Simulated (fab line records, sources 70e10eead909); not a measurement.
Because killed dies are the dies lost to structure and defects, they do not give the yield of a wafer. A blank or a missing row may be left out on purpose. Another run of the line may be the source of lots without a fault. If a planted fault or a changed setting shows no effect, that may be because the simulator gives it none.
Matching of chambers | flow nand harc | 4 sister chambers for NHARC_P_GATE_DESCUM_93 on rie diel-06
The step chemistry O2, time 3 s. 27 wafers are shown with their chamber, then 12 later ones without.

WAFERS, EACH WITH ITS CHAMBER
wafer  | chamber | drypump motor current A (A) | oes product au (a.u.) | rf vpp V (V)
L074.2 | 1       | 5.82                        | 1.009                 | 59.0
L074.3 | 2       | 5.76                        | 0.985                 | 58.3
L074.4 | 0       | 5.41                        | 1.017                 | 57.9
L079.2 | 3       | 6.17                        | 0.988                 | 56.4
L079.4 | 1       | 5.81                        | 0.996                 | 59.1
L079.5 | 3       | 6.19                        | 0.991                 | 57.6
L081.4 | 0       | 5.39                        | 1.004                 | 58.2
L081.5 | 1       | 5.80                        | 1.012                 | 57.0
L081.6 | 0       | 5.38                        | 1.004                 | 58.6
L082.1 | 3       | 6.18                        | 0.997                 | 57.2
L082.4 | 0       | 5.39                        | 0.991                 | 58.3
L082.5 | 3       | 6.19                        | 1.002                 | 57.8
L088.2 | 3       | 6.16                        | 0.993                 | 56.5
L088.5 | 3       | 6.16                        | 0.992                 | 57.7
L088.6 | 0       | 5.38                        | 0.999                 | 57.8
L088.1 | 1       | 5.82                        | 1.024                 | 57.9
L088.3 | 2       | 5.77                        | 0.995                 | 56.3
L088.4 | 0       | 5.37                        | 1.009                 | 57.7
L089.1 | 0       | 5.40                        | 1.000                 | 57.9
L089.2 | 3       | 6.15                        | 0.987                 | 56.8
L089.3 | 1       | 5.81                        | 1.003                 | 56.5
L089.4 | 2       | 5.71                        | 0.982                 | 57.8
L089.5 | 0       | 5.42                        | 0.994                 | 58.5
L089.6 | 3       | 6.16                        | 0.987                 | 57.1
L093.1 | 0       | 5.38                        | 1.001                 | 58.2
L093.3 | 1       | 5.79                        | 1.006                 | 57.5
L093.5 | 2       | 5.75                        | 1.003                 | 59.1

SIGNATURES, as means of the wafers listed above
reading                 | chamber 0 | chamber 1 | chamber 2 | chamber 3 | scatter within a chamber
drypump motor current A | 5.3911    | 5.8083    | 5.7475    | 6.1700    | 0.0167
oes product au          | 1.00211   | 1.00833   | 0.99125   | 0.99213   | 0.00779
rf vpp V                | 58.122    | 57.833    | 57.875    | 57.138    | 0.739
Rule: distance of a wafer from a chamber = root of the sum over the readings of ((wafer's reading minus chamber's mean) / reading's scatter) squared. The wafer belongs to the nearest chamber; if the next one is less than 2 further off, it can't be placed. The scatter is the square root of a quotient: the sum, over the shown wafers, of each reading's squared deviation from its chamber's mean, divided by wafers minus chambers.

WAFERS WITH NO CHAMBER GIVEN
wafer  | drypump motor current A (A) | oes product au (a.u.) | rf vpp V (V)
L094.1 | 5.36                        | 1.017                 | 58.5
L094.4 | 5.76                        | 0.974                 | 58.0
L094.5 | 5.38                        | 1.013                 | 57.6
L096.1 | 5.39                        | 1.019                 | 58.0
L096.2 | 5.80                        | 0.978                 | 58.9
L096.3 | 6.19                        | 0.969                 | 57.7
L097.2 | 5.38                        | 1.021                 | 57.4
L097.3 | 5.75                        | 0.987                 | 58.1
L097.4 | 6.19                        | 0.976                 | 57.4
L097.1 | 5.79                        | 0.997                 | 58.7
L097.5 | 5.75                        | 0.987                 | 57.9
L097.6 | 6.18                        | 0.979                 | 57.7

THE CHAMBER EACH PASSED THROUGH
wafer  | from the rows above     | in truth
L094.1 | 0                       | 0
L094.4 | 2                       | 2
L094.5 | 0                       | 0
L096.1 | 0                       | 0
L096.2 | can't be placed: 2 or 1 | 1
L096.3 | 3                       | 3
L097.2 | 0                       | 0
L097.3 | 2                       | 2
L097.4 | 3                       | 3
L097.1 | can't be placed: 1 or 2 | 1
L097.5 | 2                       | 2
L097.6 | 3                       | 3
Correct placement for 10 of the 12. Unplaceable from these rows: 2, with the true chamber sitting among the candidates in 2. Wrongly placed: 0.
